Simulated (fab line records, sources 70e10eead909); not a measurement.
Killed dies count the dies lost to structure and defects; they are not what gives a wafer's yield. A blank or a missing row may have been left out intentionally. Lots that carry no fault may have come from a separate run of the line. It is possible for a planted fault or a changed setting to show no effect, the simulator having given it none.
8D (eight disciplines) problem report, filled in by code    flow nand_harc    the parts of the form that need people (team, actions taken, sign-off) are left out

## 1. PROBLEM STATEMENT
Mean of thk_nm at NHARC_A_ONON_D2_THK_MEAS_11: 666 nm across 3 wafers in 2 lots; on wafers with no fault it is 999 nm (standard deviation 10). Relative to the usual mean, that is a shift of -33 standard deviations.
The step: measures by ellipsometry.
The first sign was on wafer L697.4 at day 15 21:43, on film_metro-01. The record holds 42 wafers of 14 lots with a number at this step. The rule behind "out" and "out of limits": a value lying over 4 standard deviations away from the usual mean. All remaining wafers that have a number are taken as sound.

## 2. WHAT IT IS, WHAT IT ISN'T
question                     is                      is not
which readings at this step  thk_nm                  -
which lots                   L697, L699              L689, L690, L691, L692, L705, L706, L707, L708, L709, L710, L711, L712
which wafers of those lots   L697.4, L699.2, L699.5  L697.3, L697.6, L699.3
read on which gauges         film_metro-01           film_metro-02
when                         from day 15 21:43       up to then (14 sound wafers); but 25 sound wafers of L699, L705, L706, L707, L708, L709, L710, L711, L712 came after

## 3. THE SUSPECTS, EACH WITH WHAT RULES IT OUT
Counting: any tool at a process step up to the reading remains a suspect provided it ran every lot that is out. Sound lots after the first of them don't rule it out here, since some wafers of a struck lot are sound.
- the gauge at NHARC_A_ONON_D2_THK_MEAS_11: kept. All the wafers that are out were read on film_metro-01, and no step on other tools shows them out.
- cmp-03 at NHARC_A_DECK1_JOINT_CMP_13 (polishes, target thk 51.023 nm): kept. It processed each lot that is out (first: L697, day 14 20:04); up to then, its last sound lot is L692 (day 12 22:23).
- pecvd_onon-01 at NHARC_A_ONON_D2_DEP_09 (target thk 1000 nm): kept. It processed each lot that is out (first: L697, day 15 21:20); up to then, its last sound lot is L692 (day 14 03:22).
cmp-03 at NHARC_A_DECK1_JOINT_CMP_13, pecvd_onon-01 at NHARC_A_ONON_D2_DEP_09 and film_metro-01 at NHARC_A_ONON_D2_THK_MEAS_11 are what is left after counting.

## 4. THE CAUSE (what the simulator had put in)
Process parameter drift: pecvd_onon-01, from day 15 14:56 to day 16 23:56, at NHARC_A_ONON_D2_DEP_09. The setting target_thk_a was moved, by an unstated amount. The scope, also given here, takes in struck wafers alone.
This tool is one of the 3 suspects left after counting.

## 5. THE CHAIN OF EFFECTS, in route order
Rows list readings where the struck wafers' mean (over those with a number) sits beyond 3 standard deviations from the usual. Readings are gone through only where the record gives a usual standard deviation; hours: the median, over the lots, of the time from a lot's start at the first step in this table giving one to that lot's start at this step; sigmas: the change measured in usual standard deviations.
hours  step                         reading  usual   on struck wafers  change  sigmas
0      NHARC_A_ONON_D2_THK_MEAS_11  thk_nm   999 nm  666               -333    -33

## 6. WHAT WOULD HAVE CAUGHT IT SOONER
Counted from the fault's start at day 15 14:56, it took 7 hours until the first out-of-limits reading at a measuring or inspecting step in this record, taken at day 15 21:43.
No tool reading at NHARC_A_ONON_D2_DEP_09 that has a usual standard deviation in the record was out on any struck wafer, so an alarm limit of 4 standard deviations on those readings would not have fired.
L699, from the lots that are out (2), started NHARC_A_ONON_D2_DEP_09 on pecvd_onon-01 later than day 15 21:43. Holding the tool at that time would have saved it.
